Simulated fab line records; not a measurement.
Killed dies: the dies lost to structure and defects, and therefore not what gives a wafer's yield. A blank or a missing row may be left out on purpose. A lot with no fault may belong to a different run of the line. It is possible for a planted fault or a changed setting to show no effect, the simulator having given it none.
Chamber matching ; flow nand_harc ; 3 sister chambers for NHARC_A_SLIT_DEP_25 on pecvd-02
The step deposits SiO2, target thk 200 nm. 14 wafers are shown with their chamber, then 7 later ones without.

== EACH WAFER AND ITS CHAMBER ==
wafer;chamber;throttle_valve_pct (%);heater_power_w (W);susceptor_temp_C (C)
L688.1;2;16.1;672;399.79
L688.2;1;15.1;614;399.89
L688.3;0;15.4;742;399.90
L690.3;0;15.4;643;399.81
L690.5;0;15.7;684;400.18
L690.6;1;15.7;606;399.81
L691.1;2;16.3;741;399.89
L691.2;0;15.6;731;399.98
L691.5;2;16.3;755;399.99
L692.1;0;15.6;646;400.24
L692.3;1;15.1;638;399.96
L692.6;1;15.3;622;400.16
L701.3;2;16.6;733;400.04
L701.4;1;15.6;533;400.24

SIGNATURES (means of the wafers above)
reading;chamber 0;chamber 1;chamber 2;scatter within a chamber
throttle_valve_pct;15.540;15.360;16.325;0.216
heater_power_w;689.20;602.60;725.25;41.8
susceptor_temp_C;400.0220;400.0120;399.9275;0.166
Rule: distance of a wafer from a chamber = root of the sum over the readings of ((wafer's reading minus chamber's mean) / reading's scatter) squared. If the next closest chamber is less than 2 further off than the closest, the wafer can't be placed; otherwise it belongs to the closest. How the scatter is found: for the shown wafers, subtract from each reading the mean of its chamber, square and add these, divide the total by (wafers less chambers), then take the root.

== WAFERS MISSING THEIR CHAMBER ==
wafer;throttle_valve_pct (%);heater_power_w (W);susceptor_temp_C (C)
L701.5;15.7;592;400.13
L706.2;16.2;812;400.32
L706.5;15.5;716;399.98
L706.6;14.8;553;399.89
L709.1;15.0;589;400.12
L709.3;14.8;613;400.00
L709.4;15.5;649;400.04

== WHICH CHAMBER EACH WENT THROUGH ==
wafer;from the rows above;in truth
L701.5;can't be placed: 1 or 0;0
L706.2;can't be placed: 2 or 0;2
L706.5;0;0
L706.6;can't be placed: 1 or 0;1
L709.1;can't be placed: 1 or 0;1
L709.3;can't be placed: 1 or 0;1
L709.4;can't be placed: 0 or 1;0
Correctly placed: 1 of 7. Not placeable from these rows: 6 (in 6, the candidates include the true chamber). Wrongly placed: 0.
